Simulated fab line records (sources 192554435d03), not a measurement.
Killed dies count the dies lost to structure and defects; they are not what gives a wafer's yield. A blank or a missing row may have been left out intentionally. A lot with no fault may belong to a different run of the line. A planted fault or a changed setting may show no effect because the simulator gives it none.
Chamber matching | flow n5 finfet | N5_BEOL_M9_ALD_74 on ald metal-02: 4 sister chambers
The step deposits TaN, target thk 2 nm, pulse time 2 s, purge time 3 s. 4 wafers are shown with their chamber, then 9 later ones without.

== EACH WAFER AND ITS CHAMBER ==
wafer  | chamber | heater power w (W)
L083.2 | 0       | 366
L087.2 | 2       | 412
L087.4 | 1       | 416
L087.6 | 3       | 497

== WAFERS WITHOUT THEIR CHAMBER ==
wafer  | heater power w (W)
L091.2 | 490
L091.3 | 408
L091.4 | 406
L093.2 | 360
L093.4 | 410
L093.6 | 362
L097.1 | 410
L097.4 | 483
L097.5 | 353

== WHICH CHAMBER EACH ONE RAN IN ==
wafer  | from the rows above     | in truth
L091.2 | 3                       | 3
L091.3 | can't be placed: 2 or 1 | 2
L091.4 | can't be placed: 2 or 1 | 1
L093.2 | 0                       | 0
L093.4 | can't be placed: 2 or 1 | 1
L093.6 | 0                       | 0
L097.1 | can't be placed: 2 or 1 | 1
L097.4 | 3                       | 3
L097.5 | 0                       | 0
5 of 9 placed correctly. Not placeable from these rows: 4 (in 4, the candidates include the true chamber). Number placed wrongly: 0.
How it was worked out, from the rows above alone: a wafer's distance from a chamber is the root of the sum, over the readings, of the square of ((its reading less the chamber's mean) divided by the reading's scatter). If the next closest chamber is less than 2 further off than the closest, the wafer can't be placed; otherwise it belongs to the closest. A chamber's mean is the mean of its shown wafers. The scatter: with one shown wafer a chamber, the root of the mean of the squares of how far each hidden wafer lies from its nearest shown one.
